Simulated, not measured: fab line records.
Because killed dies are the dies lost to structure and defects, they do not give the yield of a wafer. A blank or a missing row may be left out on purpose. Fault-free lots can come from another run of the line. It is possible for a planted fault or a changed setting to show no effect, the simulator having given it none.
Matching of chambers	flow n5-finfet	4 sister chambers for N5_BEOL_M3_ALD_98 on ald-sin-04
The step deposits SiO2, target thk 2.5 nm, pulse time 1 s, co reactant pulse time 1 s. 20 wafers are shown with their chamber, then 10 later ones without.

WAFERS PAIRED WITH THEIR CHAMBERS
wafer	chamber	heater-power-w (W)	precursor-pulse-height-rel
L074.1	0	86	0.990
L074.4	3	80	1.003
L074.6	0	85	0.988
L077.1	1	81	1.028
L077.2	3	80	1.031
L077.4	2	78	0.986
L078.1	3	83	0.983
L078.2	0	84	1.000
L078.4	1	80	0.999
L080.2	2	78	1.058
L080.3	3	84	1.004
L080.4	0	86	1.009
L081.3	1	79	0.993
L081.4	3	81	1.010
L081.6	1	81	1.009
L083.2	1	81	0.995
L083.5	0	88	1.013
L083.6	1	80	0.970
L084.1	0	87	0.994
L084.3	2	78	1.021

SIGNATURES (means of the wafers above)
reading	chamber 0	chamber 1	chamber 2	chamber 3	scatter within a chamber
heater-power-w	86.00	80.33	78.00	81.60	1.29
precursor-pulse-height-rel	0.99900	0.99900	1.02167	1.00620	0.0196
Rule: a wafer's distance from a chamber is the root of the sum, over the readings, of the square of ((its reading less the chamber's mean) divided by the reading's scatter). If the next closest chamber is less than 2 further off than the closest, the wafer can't be placed; otherwise it belongs to the closest. The scatter is the square root of a quotient: the sum, over the shown wafers, of each reading's squared deviation from its chamber's mean, divided by wafers minus chambers.

WAFERS WITHOUT THEIR CHAMBER
wafer	heater-power-w (W)	precursor-pulse-height-rel
L084.5	77	1.012
L085.2	77	0.991
L085.4	84	1.007
L085.6	85	1.015
L097.1	85	0.974
L097.3	77	1.013
L097.6	80	0.996
L096.1	80	0.989
L096.3	86	0.988
L096.4	76	0.987

CHAMBER TAKEN BY EACH
wafer	from the rows above	in truth
L084.5	can't be placed: 2 or 1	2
L085.2	can't be placed: 2 or 1 or 3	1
L085.4	can't be placed: 0 or 3 or 1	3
L085.6	can't be placed: 0 or 3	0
L097.1	can't be placed: 0 or 3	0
L097.3	can't be placed: 2 or 1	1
L097.6	can't be placed: 1 or 3 or 2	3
L096.1	can't be placed: 1 or 3 or 2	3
L096.3	0	0
L096.4	can't be placed: 2 or 1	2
Correct placement for 1 of the 10. Cannot be placed on the basis of these rows: 9; the candidates contain the true chamber in 9. 0 placed wrongly.
